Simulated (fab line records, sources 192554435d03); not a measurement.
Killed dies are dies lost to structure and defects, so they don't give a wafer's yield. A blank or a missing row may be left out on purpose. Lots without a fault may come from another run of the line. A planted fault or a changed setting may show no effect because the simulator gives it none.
Chamber matching | flow n5_finfet | N5_PASSIVATION_PECVD_55 on pecvd-04: 3 sister chambers
The step deposits SiO2 from SiH4/N2O, target thk 400 nm, time 22.5 s. 3 wafers are shown with their chamber, then 8 later ones without.

WAFERS WITH THEIR CHAMBER
wafer  | chamber | throttle_valve_pct (%)
L083.5 | 1       | 57.8
L086.3 | 0       | 52.3
L088.3 | 2       | 51.6

WAFERS WITHOUT THEIR CHAMBER
wafer  | throttle_valve_pct (%)
L088.4 | 52.3
L088.6 | 51.2
L092.1 | 52.3
L092.2 | 52.0
L092.3 | 51.9
L094.2 | 52.3
L094.4 | 52.4
L094.5 | 52.5

WHICH CHAMBER EACH WENT THROUGH
wafer  | from the rows above     | in truth
L088.4 | 0                       | 0
L088.6 | 2                       | 2
L092.1 | 0                       | 0
L092.2 | can't be placed: 0 or 2 | 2
L092.3 | can't be placed: 2 or 0 | 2
L094.2 | 0                       | 0
L094.4 | 0                       | 0
L094.5 | 0                       | 0
Placed correctly: 6 of 8. Can't be placed from these rows: 2 (the true chamber is among the candidates in 2). Placed wrongly: 0.
How it was worked out, from the rows above alone: a wafer's distance from a chamber is the root of the sum, over the readings, of the square of ((its reading less the chamber's mean) divided by the reading's scatter). The wafer belongs to the nearest chamber; if the next one is less than 2 further off, it can't be placed. A chamber's mean is the mean of its shown wafers. The scatter: with one shown wafer a chamber, the root of the mean of the squares of how far each hidden wafer lies from its nearest shown one.
